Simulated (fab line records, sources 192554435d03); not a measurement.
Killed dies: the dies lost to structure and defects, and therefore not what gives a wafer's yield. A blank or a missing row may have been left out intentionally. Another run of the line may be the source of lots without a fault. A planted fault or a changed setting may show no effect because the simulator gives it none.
Lot-split experiment :: flow n5 finfet :: 7 lots, 21 wafers read, on a route of 1938 steps

== THE SPLIT ==
At N5_SD_EPI_P_COAT_34 (time 60 s, resist thk 350 nm), the setting spin rpm was moved away from the recipe's 1500 rpm on 7 of the 21 wafers read, by -6.1% to +8.8%. For the rest of the wafers, this setting stayed at what the recipe calls for.

The reading is taken at the split's own step.

== THE READING ==
SOC_of_SD_EPI_P_COAT_34.thk nm (the simulator's own value, which no gauge read), in nm, at N5_SD_EPI_P_COAT_34 (time 60 s, resist thk 350 nm). The file gives no usual value for it. The 14 wafers here that ran the recipe average 350.6 nm, standard deviation 0.73 nm.

wafer: L077.4
tool, chamber at the split: litho track-03, 0
spin rpm as run, rpm: 1500
against the recipe: recipe
SOC_of_SD_EPI_P_COAT_34.thk nm, nm: 351.6
against lot-mates on the recipe: -

wafer: L077.5
tool, chamber at the split: litho track-03, 0
spin rpm as run, rpm: 1409
against the recipe: -6.1%
SOC_of_SD_EPI_P_COAT_34.thk nm, nm: 362.8
against lot-mates on the recipe: +11.1

wafer: L077.6
tool, chamber at the split: litho track-03, 0
spin rpm as run, rpm: 1500
against the recipe: recipe
SOC_of_SD_EPI_P_COAT_34.thk nm, nm: 351.8
against lot-mates on the recipe: -

wafer: L078.1
tool, chamber at the split: litho track-05, 0
spin rpm as run, rpm: 1500
against the recipe: recipe
SOC_of_SD_EPI_P_COAT_34.thk nm, nm: 349.8
against lot-mates on the recipe: -

wafer: L078.4
tool, chamber at the split: litho track-05, 0
spin rpm as run, rpm: 1500
against the recipe: recipe
SOC_of_SD_EPI_P_COAT_34.thk nm, nm: 350
against lot-mates on the recipe: -

wafer: L078.5
tool, chamber at the split: litho track-05, 0
spin rpm as run, rpm: 1500
against the recipe: recipe
SOC_of_SD_EPI_P_COAT_34.thk nm, nm: 350.8
against lot-mates on the recipe: -

wafer: L080.2
tool, chamber at the split: litho track-05, 0
spin rpm as run, rpm: 1577
against the recipe: +5.1%
SOC_of_SD_EPI_P_COAT_34.thk nm, nm: 342.2
against lot-mates on the recipe: -8.4

wafer: L080.3
tool, chamber at the split: litho track-05, 0
spin rpm as run, rpm: 1577
against the recipe: +5.1%
SOC_of_SD_EPI_P_COAT_34.thk nm, nm: 342
against lot-mates on the recipe: -8.6

wafer: L080.5
tool, chamber at the split: litho track-05, 0
spin rpm as run, rpm: 1500
against the recipe: recipe
SOC_of_SD_EPI_P_COAT_34.thk nm, nm: 350.6
against lot-mates on the recipe: -

wafer: L084.2
tool, chamber at the split: litho track-03, 0
spin rpm as run, rpm: 1500
against the recipe: recipe
SOC_of_SD_EPI_P_COAT_34.thk nm, nm: 350.2
against lot-mates on the recipe: -

wafer: L084.4
tool, chamber at the split: litho track-03, 0
spin rpm as run, rpm: 1632
against the recipe: +8.8%
SOC_of_SD_EPI_P_COAT_34.thk nm, nm: 336.4
against lot-mates on the recipe: -14.6

wafer: L084.6
tool, chamber at the split: litho track-03, 0
spin rpm as run, rpm: 1500
against the recipe: recipe
SOC_of_SD_EPI_P_COAT_34.thk nm, nm: 351.8
against lot-mates on the recipe: -

wafer: L087.1
tool, chamber at the split: litho track-05, 0
spin rpm as run, rpm: 1500
against the recipe: recipe
SOC_of_SD_EPI_P_COAT_34.thk nm, nm: 349.6
against lot-mates on the recipe: -

wafer: L087.2
tool, chamber at the split: litho track-05, 0
spin rpm as run, rpm: 1500
against the recipe: recipe
SOC_of_SD_EPI_P_COAT_34.thk nm, nm: 350.2
against lot-mates on the recipe: -

wafer: L087.3
tool, chamber at the split: litho track-05, 0
spin rpm as run, rpm: 1500
against the recipe: recipe
SOC_of_SD_EPI_P_COAT_34.thk nm, nm: 349.8
against lot-mates on the recipe: -

wafer: L088.1
tool, chamber at the split: litho track-03, 0
spin rpm as run, rpm: 1500
against the recipe: recipe
SOC_of_SD_EPI_P_COAT_34.thk nm, nm: 350.2
against lot-mates on the recipe: -

wafer: L088.2
tool, chamber at the split: litho track-03, 0
spin rpm as run, rpm: 1500
against the recipe: recipe
SOC_of_SD_EPI_P_COAT_34.thk nm, nm: 350.6
against lot-mates on the recipe: -

wafer: L088.6
tool, chamber at the split: litho track-03, 0
spin rpm as run, rpm: 1409
against the recipe: -6.1%
SOC_of_SD_EPI_P_COAT_34.thk nm, nm: 361.2
against lot-mates on the recipe: +10.8

wafer: L094.2
tool, chamber at the split: litho track-03, 0
spin rpm as run, rpm: 1564
against the recipe: +4.3%
SOC_of_SD_EPI_P_COAT_34.thk nm, nm: 342.8
against lot-mates on the recipe: -8.4

wafer: L094.3
tool, chamber at the split: litho track-03, 0
spin rpm as run, rpm: 1564
against the recipe: +4.3%
SOC_of_SD_EPI_P_COAT_34.thk nm, nm: 342.2
against lot-mates on the recipe: -9.0

wafer: L094.5
tool, chamber at the split: litho track-03, 0
spin rpm as run, rpm: 1500
against the recipe: recipe
SOC_of_SD_EPI_P_COAT_34.thk nm, nm: 351.2
against lot-mates on the recipe: -

FIT RESULTS
A straight line over all 21 wafers: SOC_of_SD_EPI_P_COAT_34.thk nm changes by -1.75 nm for each +1% of spin rpm; r = -0.99; the points scatter about the line by 0.81 nm.
The same after taking each lot's own level away (the mean of its wafers on the recipe; 21 wafers): -1.76 nm for each +1%; r = -1.00; scatter 0.59 nm.
On that fit, the largest move of spin rpm shifts the reading by 15 nm.
The span of the lots' own levels, 349.87 to 351.70 nm, comes to 2.5 times the standard deviation stated above.
So the lot-to-lot level changes the slope little: the two slopes agree.
Check: with one of the wafers moved furthest among these (+8.8%) left out of the fit, the line predicts -15.9 nm for it against its lot-mates. Against them it came out at -14.6 nm.

== THESE WAFERS: OTHER SPLITS ==
These wafers also went through other splits before the reading. Each is held against what the fit with the lots' levels taken away leaves over:
other split on the same wafers: N5_WELL_APT_COAT_02 spin rpm
wafers away from the commonest value: 6
r with SOC_of_SD_EPI_P_COAT_34.thk nm (lot level and that fit taken away): -0.16

other split on the same wafers: N5_FIN_SAQP_SPACER1_ALD_24 ald cycles
wafers away from the commonest value: 8
r with SOC_of_SD_EPI_P_COAT_34.thk nm (lot level and that fit taken away): +0.04

other split on the same wafers: N5_FIN_CUT_ETCH_21 time s
wafers away from the commonest value: 5
r with SOC_of_SD_EPI_P_COAT_34.thk nm (lot level and that fit taken away): -0.33

other split on the same wafers: N5_SD_EPI_N_EPI_21 temp c
wafers away from the commonest value: 7
r with SOC_of_SD_EPI_P_COAT_34.thk nm (lot level and that fit taken away): -0.14

== THE FILE'S OWN FIT ==
SOC_of_SD_EPI_P_COAT_34.thk nm changes by -1.75 nm for each +1% of spin rpm, r = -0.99.
